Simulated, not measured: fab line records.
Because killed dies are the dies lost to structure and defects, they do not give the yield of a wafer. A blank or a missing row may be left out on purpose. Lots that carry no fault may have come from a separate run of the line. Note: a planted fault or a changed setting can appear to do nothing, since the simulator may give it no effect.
Which tool was responsible? | flow n5_finfet | 9 lots with 24 wafers sampled at 6 steps, on a route of 1938 steps

== WHAT THE GAUGES READ, wafer by wafer ==
N5_BEOL_M0_CUTY_INSPECT_59: inspects for defects (macro). Usual: raw_defect_count at 2.1, with a standard deviation of 1.4.
lot  | measured     | on                | raw_defect_count | flag
L508 | day 5 17:45  | defect_inspect-02 | 5 2              |
L512 | day 6 18:23  | defect_inspect-02 | 2 2 3            |
L513 | day 6 20:44  | defect_inspect-02 | 0 1 2            |
L515 | day 7 11:04  | defect_inspect-02 | 4 3 1            |
L518 | day 8 10:28  | defect_inspect-02 | >300 >300 >300   | OFF
L519 | day 8 12:19  | defect_inspect-01 | >300 >300 >300   | OFF
L524 | day 9 17:48  | defect_inspect-01 | 3 3 3            |
L528 | day 11 01:42 | defect_inspect-02 | 4 1              |
L531 | day 11 14:35 | defect_inspect-02 | 2 2              |

N5_BEOL_M4_RC_MEAS_101. Usual: DIBL_N 36.1 mV/V, standard deviation 2; DIBL_P 36.3 mV/V, standard deviation 2.5; IOFF_N 0.16 nA/um, standard deviation 0.037; IOFF_P 0.21 nA/um, standard deviation 0.039; ION_N 678 uA/um, standard deviation 15; ION_P 465 uA/um, standard deviation 8.7; SS_N 71.4 mV/dec, standard deviation 0.7; SS_P 73.3 mV/dec, standard deviation 0.74; VT_N 249 mV, standard deviation 3.6; VT_P -250.0 mV, standard deviation 2.9.
lot  | measured     | on        | DIBL_N (mV/V)  | DIBL_P (mV/V)  | IOFF_N (nA/um) | IOFF_P (nA/um) | ION_N (uA/um) | ION_P (uA/um) | SS_N (mV/dec)  | SS_P (mV/dec)  | VT_N (mV)   | VT_P (mV)            | flag
L508 | day 7 18:09  | prober-01 | 35.5 33.2      | 36.4 33.5      | 0.16 0.11      | 0.26 0.20      | 669 649       | 475 462       | 72.2 71.1      | 73.6 72.7      | 251 257     | -243.3 -247.6        |
L512 | day 9 03:50  | prober-01 | 37.2 39.2 38.7 | 35.6 36.4 36.8 | 0.17 0.20 0.18 | 0.23 0.25 0.26 | 688 681 688   | 472 459 473   | 71.7 72.3 72.6 | 74.1 73.8 73.2 | 249 247 249 | -251.1 -249.6 -251.2 |
L513 | day 9 06:07  | prober-02 | 36.2 34.6 37.3 | 37.4 35.8 39.0 | 0.16 0.13 0.19 | 0.21 0.18 0.23 | 679 671 688   | 463 466 467   | 71.7 71.1 72.2 | 73.2 72.5 74.0 | 249 256 250 | -253.5 -253.8 -251.7 |
L515 | day 9 07:47  | prober-02 | 32.3 34.5 37.8 | 30.4 33.9 38.5 | 0.09 0.12 0.17 | 0.14 0.18 0.25 | 653 666 672   | 459 465 467   | 70.1 71.4 71.9 | 71.2 73.0 73.8 | 257 251 248 | -253.7 -250.1 -247.8 |
L518 | day 10 22:55 | prober-02 | 34.5 36.6 36.0 | 33.9 35.8 35.6 | 0.13 0.16 0.16 | 0.19 0.22 0.21 | 677 685 683   | 467 462 465   | 71.6 72.0 71.9 | 73.5 73.9 73.1 | 249 246 247 | -249.3 -250.9 -249.6 |
L519 | day 11 15:52 | prober-01 | 34.2 35.7 39.3 | 32.9 34.2 38.5 | 0.12 0.14 0.20 | 0.19 0.20 0.28 | 666 675 667   | 463 466 456   | 70.9 71.2 73.3 | 72.2 73.9 73.9 | 253 252 247 | -250.1 -249.2 -248.1 |
L524 | day 12 19:57 | prober-02 | 32.4 35.0 32.9 | 32.2 36.2 34.0 | 0.11 0.15 0.13 | 0.13 0.18 0.16 | 660 670 675   | 448 458 461   | 70.8 71.6 70.4 | 71.7 73.5 71.8 | 252 250 248 | -256.9 -254.3 -254.9 |
L528 | day 14 06:56 | prober-02 | 35.6 33.9      | 35.0 33.2      | 0.15 0.13      | 0.20 0.20      | 675 679       | 466 471       | 71.8 70.7      | 73.3 73.0      | 250 252     | -247.7 -248.3        |
L531 | day 14 01:16 | prober-02 | 34.2 36.9      | 34.1 37.5      | 0.13 0.16      | 0.18 0.23      | 676 672       | 466 468       | 70.1 71.6      | 73.3 74.1      | 251 251     | -251.3 -249.1        |

== TOOL THAT RAN EACH LOT (tool first, then ch and the chambers of the sampled wafers, then the start) ==
lot  | N5_BEOL_M0_SAQP_ETCH_88           | N5_BEOL_M0_SAQP_CUT_ETCH_46       | N5_BEOL_M0_CUTY_ETCH_62           | N5_BEOL_M0_STRIP_142
L508 | rie_diel-02 ch 1,2, day 5 16:21   | rie_diel-02 ch 1,2, day 5 16:24   | rie_diel-06 ch 0,1, day 5 18:00   | rie_diel-06 ch 0,1, day 5 22:47
L512 | rie_diel-02 ch 0,3, day 6 17:03   | rie_diel-02 ch 0,3, day 6 17:06   | rie_diel-06 ch 0,1,3, day 6 18:26 | rie_diel-06 ch 0,3, day 6 19:54
L513 | rie_diel-02 ch 1,3, day 6 19:25   | rie_diel-02 ch 1,3, day 6 19:28   | rie_diel-05 ch 2,3, day 6 20:49   | rie_diel-05 ch 0,2, day 6 22:52
L515 | rie_diel-01 ch 2,3, day 7 09:38   | rie_diel-01 ch 2,3, day 7 09:41   | rie_diel-06 ch 0,1, day 7 11:08   | rie_diel-06 ch 2,3, day 7 14:28
L518 | rie_diel-02 ch 0,2,3, day 8 09:08 | rie_diel-02 ch 0,2,3, day 8 09:11 | rie_diel-04 ch 0,1, day 8 10:32   | rie_diel-05 ch 0,2, day 8 11:18
L519 | rie_diel-02 ch 0,1, day 8 10:56   | rie_diel-02 ch 0,1, day 8 10:59   | rie_diel-06 ch 1,2, day 8 12:23   | rie_diel-06 ch 1,3, day 8 14:32
L524 | rie_diel-01 ch 0,2,3, day 9 16:35 | rie_diel-01 ch 0,2,3, day 9 16:38 | rie_diel-06 ch 0,2, day 9 17:52   | rie_diel-04 ch 0,1,3, day 9 22:36
L528 | rie_diel-03 ch 2,3, day 11 00:30  | rie_diel-03 ch 2,3, day 11 00:33  | rie_diel-06 ch 1, day 11 01:46    | rie_diel-06 ch 0,1, day 11 09:02
L531 | rie_diel-01 ch 0,2, day 11 12:53  | rie_diel-01 ch 0,2, day 11 12:55  | rie_diel-04 ch 0,2, day 11 14:49  | rie_diel-05 ch 1, day 11 16:13
- N5_BEOL_M0_SAQP_ETCH_88: etches underlayer in N2/H2, target depth 6.5 nm, time 5.2 s.
- N5_BEOL_M0_SAQP_CUT_ETCH_46: etches SOC in N2/H2, target depth 135 nm, overetch 27 nm, time 202.5 s.
- N5_BEOL_M0_CUTY_ETCH_62: etches SiARC in CF4, time 58.5 s.
- N5_BEOL_M0_STRIP_142: strips in N2/H2, time 10 s.

== WHAT THE TOOLS THEMSELVES READ (means of the sampled wafers that have a number; where no wafer has one, the mark that the record gives instead) ==
N5_BEOL_M0_SAQP_ETCH_88. Usual: drypump_motor_current_A 6.0 A, standard deviation 0.4; etch_rf_on_time_s 5.20 s, standard deviation 0.18; oes_product_au 0.66 a.u., standard deviation 0.08; rf_vpp_V 523.6 V, standard deviation 2.5; showerhead_plenum_p_Torr 2.52 Torr, standard deviation 0.08; throttle_valve_pct 17.82 %, standard deviation 0.27.
lot  | tool        | drypump_motor_current_A (A) | etch_rf_on_time_s (s) | oes_product_au (a.u.) | rf_vpp_V (V) | showerhead_plenum_p_Torr (Torr) | throttle_valve_pct (%) | flag
L508 | rie_diel-02 | 5.7                         | 5.10                  | 0.62                  | 521.9        | 2.42                            | 18.15                  |
L512 | rie_diel-02 | 6.4                         | 5.13                  | 0.72                  | 523.0        | 2.54                            | 17.45                  |
L513 | rie_diel-02 | 5.8                         | 5.26                  | 0.64                  | 520.2        | 2.43                            | 17.83                  |
L515 | rie_diel-01 | 6.0                         | 5.22                  | 0.62                  | 526.4        | 2.59                            | 18.00                  |
L518 | rie_diel-02 | 6.1                         | 5.15                  | 0.65                  | 523.1        | 2.47                            | 17.80                  |
L519 | rie_diel-02 | 6.4                         | 5.11                  | 0.71                  | 523.3        | 2.52                            | 17.58                  |
L524 | rie_diel-01 | 6.0                         | 5.15                  | 0.67                  | 524.7        | 2.57                            | 17.82                  |
L528 | rie_diel-03 | 6.5                         | 5.14                  | 0.60                  | 524.8        | 2.55                            | 17.95                  |
L531 | rie_diel-01 | 6.2                         | 5.14                  | 0.70                  | 525.9        | 2.59                            | 17.71                  |

N5_BEOL_M0_SAQP_CUT_ETCH_46. Usual: drypump_motor_current_A 6.0 A, standard deviation 0.4; rf_vpp_V 523.5 V, standard deviation 2.4; showerhead_plenum_p_Torr 2.52 Torr, standard deviation 0.08; throttle_valve_pct 17.78 %, standard deviation 0.27.
lot  | tool        | drypump_motor_current_A (A) | rf_vpp_V (V) | showerhead_plenum_p_Torr (Torr) | throttle_valve_pct (%) | flag
L508 | rie_diel-02 | 5.7                         | 520.0        | 2.42                            | 18.09                  |
L512 | rie_diel-02 | 6.4                         | 524.1        | 2.54                            | 17.41                  |
L513 | rie_diel-02 | 5.8                         | 520.5        | 2.43                            | 17.79                  |
L515 | rie_diel-01 | 6.0                         | 525.2        | 2.59                            | 17.97                  |
L518 | rie_diel-02 | 6.1                         | 521.5        | 2.47                            | 17.76                  |
L519 | rie_diel-02 | 6.4                         | 524.0        | 2.52                            | 17.53                  |
L524 | rie_diel-01 | 6.1                         | 525.3        | 2.57                            | 17.76                  |
L528 | rie_diel-03 | 6.5                         | 525.0        | 2.55                            | 17.91                  |
L531 | rie_diel-01 | 6.2                         | 526.2        | 2.59                            | 17.66                  |

N5_BEOL_M0_CUTY_ETCH_62. Usual: value, then standard deviation, for each; drypump_motor_current_A 5.8 A / 0.43; etch_rf_on_time_s 58.3 s / 1.7; mfc_ar_sccm 99.99 sccm / 0.29; oes_product_au 0.67 a.u. / 0.089; rf_vpp_V 184.3 V / 1.1; showerhead_plenum_p_Torr 2.17 Torr / 0.06; throttle_valve_pct 15.64 % / 0.25.
lot  | tool        | drypump_motor_current_A (A) | etch_rf_on_time_s (s) | mfc_ar_sccm (sccm) | oes_product_au (a.u.) | rf_vpp_V (V) | showerhead_plenum_p_Torr (Torr) | throttle_valve_pct (%) | flag
L508 | rie_diel-06 | 5.9                         | 59.2                  | 100.08             | 0.60                  | 182.9        | 2.15                            | 15.74                  |
L512 | rie_diel-06 | 5.8                         | 58.0                  | 100.28             | 0.66                  | 183.7        | 2.15                            | 15.60                  |
L513 | rie_diel-05 | 5.8                         | 57.9                  | 100.12             | 0.64                  | 184.1        | 2.21                            | 15.69                  |
L515 | rie_diel-06 | 6.1                         | 58.5                  | 100.19             | 0.60                  | 183.9        | 2.16                            | 15.76                  |
L518 | rie_diel-04 | 5.4                         | 58.8                  | 100.09             | 0.60                  | 185.1        | 2.20                            | 15.83                  |
L519 | rie_diel-06 | 6.5                         | 56.3                  | 100.14             | 0.85                  | 184.7        | 2.20                            | 15.26                  |
L524 | rie_diel-06 | 5.7                         | 60.5                  | 99.96              | 0.64                  | 182.8        | 2.09                            | 15.65                  |
L528 | rie_diel-06 | 6.5                         | 56.0                  | 100.12             | 0.81                  | 183.8        | 2.20                            | 15.29                  |
L531 | rie_diel-04 | 5.5                         | 57.9                  | 100.03             | 0.73                  | 184.6        | 2.21                            | 15.62                  |

N5_BEOL_M0_STRIP_142. Usual: drypump_motor_current_A 5.8 A, standard deviation 0.39; oes_product_au 0.81 a.u., standard deviation 0.1; rf_vpp_V 59.3 V, standard deviation 0.83; showerhead_plenum_p_Torr 2.57 Torr, standard deviation 0.074; throttle_valve_pct 23.6 %, standard deviation 0.35.
lot  | tool        | drypump_motor_current_A (A) | oes_product_au (a.u.) | rf_vpp_V (V) | showerhead_plenum_p_Torr (Torr) | throttle_valve_pct (%) | flag
L508 | rie_diel-06 | 6.0                         | 0.70                  | 59.3         | 2.50                            | 23.4                   |
L512 | rie_diel-06 | 5.4                         | 0.78                  | 59.7         | 2.47                            | 23.4                   |
L513 | rie_diel-05 | 5.5                         | 0.91                  | 59.5         | 2.57                            | 23.9                   |
L515 | rie_diel-06 | 5.9                         | 0.92                  | 59.5         | 2.59                            | 23.3                   |
L518 | rie_diel-05 | 5.6                         | 0.83                  | 59.3         | 2.62                            | 23.9                   |
L519 | rie_diel-06 | 6.0                         | 0.92                  | 58.9         | 2.60                            | 23.2                   |
L524 | rie_diel-04 | 5.3                         | 0.80                  | 59.4         | 2.57                            | 23.7                   |
L528 | rie_diel-06 | 5.9                         | 0.80                  | 59.0         | 2.48                            | 23.3                   |
L531 | rie_diel-05 | 6.1                         | 0.86                  | 59.0         | 2.58                            | 23.3                   |

== THE ANSWER, worked out from the rows above alone ==
Rule: take the mean of a lot's wafers that have a number; if it is more than 3 standard deviations from the usual mean, the lot is off. Also off: a lot with no number at a reading for which 4 or more lots have one. The other lots that the step has rows for count as sound. After the gauges, taken in route order, come the tools' own readings; for these a lot's mean is taken, as printed above. At the first step where some lot is off, the reading lying furthest off is the one used; lots without a number count as furthest.
Off: L518, L519, at N5_BEOL_M0_CUTY_INSPECT_59 (raw_defect_count). Without a number there: L518, L519.
If a tool, at a process step before that reading, ran all the lots that are off and no sound lot after the first of them, it fits. The gauges at N5_BEOL_M0_CUTY_INSPECT_59 are tried like those tools. One candidate fits, namely rie_diel-02 at N5_BEOL_M0_SAQP_ETCH_88 and N5_BEOL_M0_SAQP_CUT_ETCH_46. At N5_BEOL_M0_SAQP_ETCH_88 its last sound lot is L513 (day 6 19:25), its first lot that is off L518 (day 8 09:08): a fault that began between those two fits.

== WHAT HAD BEEN PUT IN BY THE SIMULATOR ==
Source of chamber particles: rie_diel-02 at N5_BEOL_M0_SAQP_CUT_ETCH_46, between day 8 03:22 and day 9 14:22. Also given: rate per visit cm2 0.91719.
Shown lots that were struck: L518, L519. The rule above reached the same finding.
